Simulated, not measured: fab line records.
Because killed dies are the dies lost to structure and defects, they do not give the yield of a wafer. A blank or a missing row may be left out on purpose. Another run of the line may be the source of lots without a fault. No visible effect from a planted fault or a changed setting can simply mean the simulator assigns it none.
fab line records ; flow n5_finfet
record lots=9; wafers=27; last_day=19
route steps=1938 shown BEOL_M11@1573 BEOL_M12@1602
lots with no fault: from the same line, run without faults
start_h: hours from the record's first day to the start of the lot's first wafer shown ; wait_h: how many hours have passed since the lot's step before this one ; " the same as in the row above ; L1.1+2: one row covering several wafers at once ; - no value present, or no start provided ; * or withheld: withheld ; < > ~ a bound
route shown NAME@n: NAME is a module with steps in the file, n the number in the route of the first one ; usual: the fault-free wafers' mean and standard deviation ; same: alike in all rows ; chamber/n: place in a boat ; sites: readings site by site ; _std_site: how widely they spread, as a standard deviation ; _edge_site: mean of outer sites minus mean of inner sites ; radius_mm: how far each site lies from the wafer's centre ; mask NAME#n: copy n ; behind: the last tool/chamber to shape the wafer ; hold: why the lot was held/for how many hours/how that ended ; device: whichever transistor did not switch (one of n, p or np) ; end of line: the tests these same wafers got at the end of their route ; a step without rows: its recipe alone ; killed: dies that structure and defects cost at the first sort, which is not the same as the wafer's yield ; map: a wafer's dies, marking killed ones x, the rest . and places with no die _
set.NAME: the setting that was run; set.NAME@STEP: the one run at that earlier step ; model.NAME: the simulator's own value behind a step, which no gauge read
a sample of lots followed through the steps of the route, with each step as a table and each wafer as a row
services: when a tool's chamber went out of use (start_h, in hours from the record's first day, below 0 if earlier), for how many hours, and the reason
## steps
# step N5_BEOL_M11_ETCH_66
# recipe chemistry=N2/H2; target=SOC; target_depth_a=1200; overetch_a=240; mask_material=SiARC; temp_c=40; time_s=180; ion_energy_ev=200; pressure_mtorr=30; source_w=840; bias_w=150; n2_flow_sccm=200; h2_flow_sccm=200
# usual drypump_motor_current_A=5.5/0.45; oes_product_au=0.64/0.073; rf_vpp_V=525.6/1.9; showerhead_plenum_p_Torr=2.60/0.064; throttle_valve_pct=17.81/0.22
lot.wafer;tool;chamber;start_h;wait_h;drypump_motor_current_A;oes_product_au;rf_hours_counter_h;rf_vpp_V;showerhead_plenum_p_Torr;throttle_valve_pct
L444.1;rie_diel-02;0;263.41;0.0;5.1;0.55;221;526.3;2.63;18.01
L444.5;rie_diel-02;1;263.41;0.0;5.1;0.60;-;526.7;2.64;17.67
L444.6;rie_diel-02;0;263.41;0.0;5.1;0.55;-;525.3;2.63;18.02
L450.2;rie_diel-04;3;296.22;0.0;5.7;0.59;176;522.8;2.53;17.76
L450.5;rie_diel-04;3;296.22;0.0;5.7;0.60;-;522.5;2.52;17.74
L450.6;rie_diel-04;2;296.22;0.0;5.5;0.56;-;522.3;2.51;17.99
L453.1;rie_diel-01;0;325.57;0.0;5.5;0.58;188;525.6;2.63;17.72
L453.3;rie_diel-01;1;325.57;0.0;5.8;0.73;16;525.9;2.60;17.84
L453.4;rie_diel-01;3;325.57;0.0;4.6;0.58;213;525.3;2.63;17.71
L456.2;rie_diel-04;1;350.66;0.0;6.1;0.72;26;528.4;2.71;17.54
L456.5;rie_diel-04;0;350.66;0.0;6.1;0.72;-;525.7;2.59;17.85
L456.6;rie_diel-04;3;350.66;0.0;5.7;0.58;-;523.4;2.52;17.77
L463.2;rie_diel-02;0;397.51;0.0;5.0;0.78;4;525.6;2.61;17.62
L463.3;rie_diel-02;1;397.51;0.0;5.0;0.57;216;524.9;2.62;17.75
L463.5;rie_diel-02;2;397.51;0.0;4.9;0.63;-;527.3;2.66;18.41
L460.2;rie_diel-02;3;409.87;0.0;5.5;0.61;143;527.4;2.66;17.64
L460.4;rie_diel-02;1;409.87;0.0;5.1;0.57;220;525.6;2.62;17.77
L460.6;rie_diel-02;2;409.87;0.0;4.8;0.62;-;526.6;2.66;18.44
L462.1;rie_diel-04;2;410.26;0.0;5.5;0.77;5;521.6;2.50;17.62
L462.2;rie_diel-04;0;410.26;0.0;6.1;0.70;60;524.2;2.58;17.88
L462.5;rie_diel-04;0;410.26;0.0;6.1;0.70;-;525.5;2.58;17.87
L464.1;rie_diel-04;2;413.85;0.0;5.5;0.77;6;521.9;2.50;17.61
L464.4;rie_diel-04;3;413.85;0.0;5.7;0.57;210;523.4;2.51;17.83
L464.5;rie_diel-04;2;413.85;0.0;5.5;0.76;-;523.6;2.50;17.62
L466.1;rie_diel-04;2;415.98;0.0;5.5;0.76;7;523.0;2.49;17.60
L466.4;rie_diel-04;1;415.98;0.0;6.1;0.70;46;527.4;2.70;17.57
L466.6;rie_diel-04;3;415.98;0.0;5.6;0.57;-;523.1;2.51;17.81
# step N5_BEOL_M11_VIA_ETCH_34
# recipe chemistry=C4F6/O2; target=SiCOH_lowk; target_depth_a=1845; mask_material=SOC; taper_deg=4; time_s=69.2; ion_energy_ev=250; pressure_mtorr=30; source_w=345; bias_w=185; Ar_flow_sccm=300; C4F6_flow_sccm=10; O2_flow_sccm=10
# usual drypump_motor_current_A=5.5/0.45; mfc_ar_sccm=299.9/0.87; oes_product_au=0.79/0.092; rf_vpp_V=668/6.2; showerhead_plenum_p_Torr=2.91/0.067; throttle_valve_pct=20.88/0.19
lot.wafer;tool;chamber;start_h;wait_h;drypump_motor_current_A;mfc_ar_sccm;oes_product_au;rf_hours_counter_h;rf_vpp_V;showerhead_plenum_p_Torr;throttle_valve_pct
L444.1;rie_diel-02;0;263.53;0.0;5.1;299.3;0.68;221;673;2.92;21.03
L444.5;rie_diel-02;1;263.53;0.0;5.1;301.1;0.74;-;661;2.96;20.77
L444.6;rie_diel-02;0;263.53;0.0;5.1;299.1;0.68;-;672;2.92;21.03
L450.2;rie_diel-04;3;296.34;0.0;5.6;299.5;0.73;176;661;2.83;20.80
L450.5;rie_diel-04;3;296.34;0.0;5.6;299.0;0.73;-;660;2.83;20.80
L450.6;rie_diel-04;2;296.34;0.0;5.5;300.0;0.68;-;669;2.81;21.07
L453.1;rie_diel-01;0;325.70;0.0;5.5;298.5;0.72;188;671;2.94;20.71
L453.3;rie_diel-01;1;325.70;0.0;5.8;300.3;0.92;16;672;2.91;20.91
L453.4;rie_diel-01;3;325.70;0.0;4.6;299.7;0.71;213;666;2.93;20.82
L456.2;rie_diel-04;1;350.78;0.0;6.1;299.5;0.89;26;670;3.02;20.70
L456.5;rie_diel-04;0;350.78;0.0;6.1;300.8;0.89;-;677;2.89;20.91
L456.6;rie_diel-04;3;350.78;0.0;5.6;300.2;0.72;-;660;2.83;20.81
L463.2;rie_diel-02;0;397.63;0.0;5.1;299.5;0.97;4;674;2.91;20.71
L463.3;rie_diel-02;1;397.63;0.0;5.1;300.8;0.70;216;661;2.94;20.81
L463.5;rie_diel-02;2;397.63;0.0;4.8;299.4;0.77;-;665;2.97;21.44
L460.2;rie_diel-02;3;409.99;0.0;5.5;300.3;0.75;143;668;2.96;20.74
L460.4;rie_diel-02;1;409.99;0.0;5.0;299.3;0.71;221;662;2.94;20.81
L460.6;rie_diel-02;2;409.99;0.0;4.8;302.8;0.77;-;665;2.97;21.45
L462.1;rie_diel-04;2;410.39;0.0;5.5;300.3;0.93;5;667;2.80;20.74
L462.2;rie_diel-04;0;410.39;0.0;6.1;300.6;0.85;60;679;2.88;20.95
L462.5;rie_diel-04;0;410.39;0.0;6.1;300.2;0.87;-;679;2.88;20.93
L464.1;rie_diel-04;2;413.98;0.0;5.5;299.4;0.94;6;669;2.80;20.75
L464.4;rie_diel-04;3;413.98;0.0;5.6;300.5;0.71;210;660;2.82;20.85
L464.5;rie_diel-04;2;413.98;0.0;5.5;299.8;0.93;-;667;2.80;20.75
L466.1;rie_diel-04;2;416.11;0.0;5.5;299.1;0.93;7;668;2.80;20.73
L466.4;rie_diel-04;1;416.11;0.0;6.1;300.8;0.86;46;670;3.01;20.71
L466.6;rie_diel-04;3;416.11;0.0;5.7;299.9;0.71;-;660;2.82;20.84
# step N5_BEOL_M11_STRIP_77
# recipe chemistry=N2/H2; time_s=10; power_w=450; temp_c=40; pressure_mtorr=20; rf_frequency_hz=6e+07; bias_power_w=7; n2_flow_sccm=200; h2_flow_sccm=200
# usual drypump_motor_current_A=5.5/0.45; oes_product_au=0.79/0.093; rf_vpp_V=59.5/0.8; showerhead_plenum_p_Torr=2.60/0.064; throttle_valve_pct=23.65/0.27
lot.wafer;tool;chamber;start_h;wait_h;drypump_motor_current_A;oes_product_au;rf_hours_counter_h;rf_vpp_V;showerhead_plenum_p_Torr;throttle_valve_pct
L444.1;rie_diel-02;0;-;-;5.0;0.67;221;61.5;2.62;23.76
L444.5;rie_diel-02;1;-;-;5.0;0.74;-;59.9;2.64;23.46
L444.6;rie_diel-02;0;-;-;5.0;0.68;-;60.2;2.62;23.77
L450.2;rie_diel-04;3;-;-;5.7;0.72;176;58.3;2.52;23.55
L450.5;rie_diel-04;3;-;-;5.6;0.73;-;60.3;2.52;23.55
L450.6;rie_diel-04;2;-;-;5.5;0.69;-;59.7;2.50;23.78
L453.1;rie_diel-01;0;-;-;5.5;0.71;188;60.5;2.63;23.55
L453.3;rie_diel-01;1;-;-;5.8;0.92;16;59.3;2.60;23.88
L453.4;rie_diel-01;3;-;-;4.6;0.71;213;61.3;2.62;23.43
L456.2;rie_diel-04;1;-;-;6.1;0.90;26;61.5;2.70;23.33
L456.5;rie_diel-04;0;-;-;6.1;0.89;-;58.9;2.59;23.76
L456.6;rie_diel-04;3;-;-;5.6;0.72;-;59.4;2.51;23.58
L463.2;rie_diel-02;0;-;-;5.0;0.95;5;58.9;2.61;23.44
L463.3;rie_diel-02;1;-;-;5.0;0.71;217;59.9;2.62;23.55
L463.5;rie_diel-02;2;-;-;4.8;0.78;-;59.3;2.66;24.43
L460.2;rie_diel-02;3;-;-;5.5;0.75;143;60.0;2.65;23.35
L460.4;rie_diel-02;1;-;-;5.0;0.70;221;58.3;2.62;23.54
L460.6;rie_diel-02;2;-;-;4.8;0.77;-;59.2;2.66;24.45
L462.1;rie_diel-04;2;-;-;5.5;0.95;5;60.7;2.49;23.53
L462.2;rie_diel-04;0;-;-;6.1;0.86;61;60.3;2.58;23.76
L462.5;rie_diel-04;0;-;-;6.1;0.86;-;60.6;2.58;23.81
L464.1;rie_diel-04;2;-;-;5.5;0.95;7;57.9;2.49;23.52
L464.4;rie_diel-04;3;-;-;5.6;0.70;210;58.6;2.51;23.58
L464.5;rie_diel-04;2;-;-;5.5;0.94;-;58.2;2.49;23.53
L466.1;rie_diel-04;2;-;-;5.5;0.94;7;58.8;2.49;23.50
L466.4;rie_diel-04;1;-;-;6.1;0.86;47;59.6;2.69;23.37
L466.6;rie_diel-04;3;-;-;5.7;0.70;-;58.6;2.51;23.59
# step N5_BEOL_M12_ILD_DEP_00
# recipe material=SiOC; target_thk_a=6589.2; temp_c=350; precursor=DEMS/O2; pressure_torr=5; rf_w=500; time_s=130.7
# usual heater_power_w=486/76; run_length_s=175.7/0.5; showerhead_plenum_p_Torr=5.701/0.012; throttle_valve_pct=12.1/0.84
lot.wafer;tool;chamber;start_h;wait_h;heater_power_w;run_length_s;showerhead_plenum_p_Torr;throttle_valve_pct
L444.1;pecvd-02;1;267.49;0.0;430;175.8;5.697;12.7
L444.5;pecvd-02;0;267.49;0.0;420;176.0;5.717;13.0
L444.6;pecvd-02;2;267.49;0.0;487;176.7;5.704;10.8
L450.2;pecvd-02;0;299.48;0.0;405;175.7;5.701;13.2
L450.5;pecvd-02;0;299.48;0.0;327;143.6;5.710;13.1
L450.6;pecvd-02;1;299.48;0.0;442;176.1;5.710;13.1
L453.1;pecvd-02;0;330.67;0.0;339;175.4;5.705;13.0
L453.3;pecvd-02;1;330.67;0.0;472;176.0;5.708;13.1
L453.4;pecvd-02;2;330.67;0.0;490;143.8;5.690;11.1
L456.2;pecvd-04;0;356.14;0.0;455;176.1;5.685;12.7
L456.5;pecvd-04;1;356.14;0.0;519;175.0;5.727;11.3
L456.6;pecvd-04;0;356.14;0.0;468;176.2;5.698;12.9
L463.2;pecvd-04;1;400.38;0.0;544;174.9;5.722;11.2
L463.3;pecvd-04;2;400.38;0.0;504;175.1;5.715;11.9
L463.5;pecvd-04;0;400.38;0.0;454;176.0;5.681;12.7
L460.2;pecvd-02;0;414.16;0.0;353;175.9;5.695;13.0
L460.4;pecvd-02;1;414.16;0.0;494;176.0;5.697;11.3
L460.6;pecvd-02;2;414.16;0.0;486;176.7;5.716;11.2
L462.1;pecvd-02;2;414.86;0.0;570;176.1;5.693;11.5
L462.2;pecvd-02;0;414.86;0.0;364;175.3;5.706;13.2
L462.5;pecvd-02;2;414.86;0.0;450;175.9;5.695;11.2
L464.1;pecvd-04;2;417.75;0.0;464;175.0;5.712;11.7
L464.4;pecvd-04;1;417.75;0.0;553;175.0;5.707;11.4
L464.5;pecvd-04;2;417.75;0.0;485;174.9;5.701;11.9
L466.1;pecvd-02;2;419.04;0.0;554;176.4;5.712;11.3
L466.4;pecvd-02;0;419.04;0.0;408;176.0;5.710;13.0
L466.6;pecvd-02;2;419.04;0.0;530;176.2;5.691;11.2
# step N5_BEOL_M12_THK_MEAS_01
# recipe reads=SiOC_of_BEOL_M12_ILD_DEP_00
# usual M12_ILD_THK=660/7.3
lot.wafer;tool;chamber;start_h;wait_h;M12_ILD_THK[nm]
L444.1;film_metro-02;-;267.62;0.1;659
L444.5;film_metro-02;-;267.62;0.1;664
L444.6;film_metro-02;-;267.62;0.1;663
L450.2;film_metro-01;-;299.61;0.1;651
L450.5;film_metro-01;-;299.61;0.1;509
L450.6;film_metro-01;-;299.61;0.1;665
L453.1;film_metro-01;-;330.80;0.1;639
L453.3;film_metro-01;-;330.80;0.1;653
L453.4;film_metro-01;-;330.80;0.1;500
L456.2;film_metro-01;-;356.28;0.1;652
L456.5;film_metro-01;-;356.28;0.1;658
L456.6;film_metro-01;-;356.28;0.1;657
L463.2;film_metro-02;-;400.51;0.1;656
L463.3;film_metro-02;-;400.51;0.1;660
L463.5;film_metro-02;-;400.51;0.1;663
L460.2;film_metro-02;-;414.29;0.1;647
L460.4;film_metro-02;-;414.29;0.1;655
L460.6;film_metro-02;-;414.29;0.1;654
L462.1;film_metro-01;-;415.00;0.1;657
L462.2;film_metro-01;-;415.00;0.1;664
L462.5;film_metro-01;-;415.00;0.1;663
L464.1;film_metro-02;-;417.88;0.1;658
L464.4;film_metro-02;-;417.88;0.1;662
L464.5;film_metro-02;-;417.88;0.1;666
L466.1;film_metro-01;-;419.17;0.1;655
L466.4;film_metro-01;-;419.17;0.1;672
L466.6;film_metro-01;-;419.17;0.1;667
# step N5_BEOL_M12_STRIP_63
# recipe chemistry=N2/H2; power_w=1000; temp_c=250; h2_frac=0.65; overash_fraction=0.3; pressure_mtorr=1000; n2_flow_sccm=1750; h2_flow_sccm=3250
# usual drypump_motor_current_A=5.5/0.65; heater_power_w=322/44; oes_product_au=0.693/0.0048; strip_time_to_endpoint_s=42.5/0.71
# same overash_fraction=0.3
lot.wafer;tool;chamber;start_h;wait_h;drypump_motor_current_A;heater_power_w;oes_product_au;rf_hours_counter_h;strip_time_to_endpoint_s
L444.1;plasma_asher-01;1;268.43;-;4.8;346;0.693;85;42.6
L444.5;plasma_asher-01;1;268.43;-;4.7;339;0.693;-;42.8
L444.6;plasma_asher-01;0;268.43;-;5.8;290;0.695;-;42.8
L450.2;plasma_asher-01;0;300.55;-;5.8;293;0.701;99;44.2
L450.5;plasma_asher-01;1;300.55;-;4.7;337;0.707;-;53.5
L450.6;plasma_asher-01;0;300.55;-;5.8;284;0.688;-;42.9
L453.1;plasma_asher-01;1;331.48;-;4.7;332;0.701;107;43.9
L453.3;plasma_asher-01;0;331.48;-;5.8;289;0.692;-;42.9
L453.4;plasma_asher-01;1;331.48;-;4.7;336;0.705;-;55.1
L456.2;plasma_asher-01;1;356.95;-;4.8;335;0.694;113;42.7
L456.5;plasma_asher-01;1;356.95;-;4.7;347;0.690;-;42.7
L456.6;plasma_asher-01;0;356.95;-;5.8;283;0.690;-;42.8
L463.2;plasma_asher-02;0;401.18;-;6.1;275;0.696;129;42.8
L463.3;plasma_asher-02;1;401.18;-;6.5;420;0.694;-;43.1
L463.5;plasma_asher-02;1;401.18;-;6.5;415;0.700;-;42.2
L460.2;plasma_asher-02;1;414.97;-;6.5;415;0.696;131;43.3
L460.4;plasma_asher-02;0;414.97;-;6.1;277;0.704;-;42.8
L460.6;plasma_asher-02;0;414.97;-;6.1;281;0.697;-;42.9
L462.1;plasma_asher-01;1;415.78;-;4.7;342;0.693;124;43.4
L462.2;plasma_asher-01;0;415.78;-;5.8;289;0.688;124;41.9
L462.5;plasma_asher-01;0;415.78;-;5.8;287;0.690;-;42.3
L464.1;plasma_asher-02;0;418.79;-;6.1;272;0.690;132;42.8
L464.4;plasma_asher-02;0;418.79;-;6.1;266;0.693;-;42.5
L464.5;plasma_asher-02;0;418.79;-;6.1;278;0.688;-;41.9
L466.1;plasma_asher-01;1;420.47;-;4.7;346;0.698;125;42.2
L466.4;plasma_asher-01;1;420.47;-;4.7;338;0.695;-;41.5
L466.6;plasma_asher-01;1;420.47;-;4.7;331;0.684;-;40.9
## services
tool;chamber;start_h;hours;kind
rie_diel-02;-;249.18;0.2;repair
pecvd-02;2;255.76;6.7;repair
plasma_asher-02;-;288.87;28.1;pm
pecvd-04;-;289.99;14.6;pm
rie_diel-01;1;291.76;3.0;repair
rie_diel-02;2;294.86;20.4;repair
pecvd-04;-;309.82;0.5;repair
rie_diel-01;3;342.61;28.4;repair
rie_diel-01;-;343.93;0.2;repair
rie_diel-02;3;351.99;7.2;repair
pecvd-04;2;358.74;6.5;repair
rie_diel-02;0;359.19;-;clean
rie_diel-02;0;359.19;-;consumable_replace:focus_ring
rie_diel-02;0;359.19;22.7;scheduled_down
rie_diel-02;0;359.19;22.7;vent_cycle
rie_diel-04;2;369.75;-;clean
rie_diel-04;2;369.75;-;consumable_replace:focus_ring
rie_diel-04;2;369.75;20.7;scheduled_down
rie_diel-04;2;369.75;20.7;vent_cycle
pecvd-02;0;381.77;2.6;repair
rie_diel-01;-;383.87;4.3;pm
rie_diel-04;2;404.85;1.6;repair
rie_diel-02;2;407.57;1.4;repair
rie_diel-01;-;413.97;2.1;repair
## key
first_sign step=N5_BEOL_M12_ILD_DEP_00; reading=run_length_s; direction=down; sigmas=64; usual=*; struck=*
effect step=N5_BEOL_M12_THK_MEAS_01; reading=M12_ILD_THK; direction=down; sigmas=21; usual=660; struck=504
effect step=N5_BEOL_M12_STRIP_63; reading=strip_time_to_endpoint_s; direction=up; sigmas=17; usual=*; struck=*
met_at N5_BEOL_M12_ILD_DEP_00
struck_lots L450,L453
struck_wafers L450.5,L453.4
not_acting_at N5_BEOL_M11_ETCH_66,N5_BEOL_M11_VIA_ETCH_34,N5_BEOL_M11_STRIP_77
onset_between 267.49 299.48
fault kind=process_parameter_drift; tool=pecvd-02; chamber=-; onset_h=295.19; steps=N5_BEOL_M12_ILD_DEP_00; channel=time_s; offset=*; shape=step; end_h=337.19; scope=struck_wafers_only; acts_in=*; stated=*
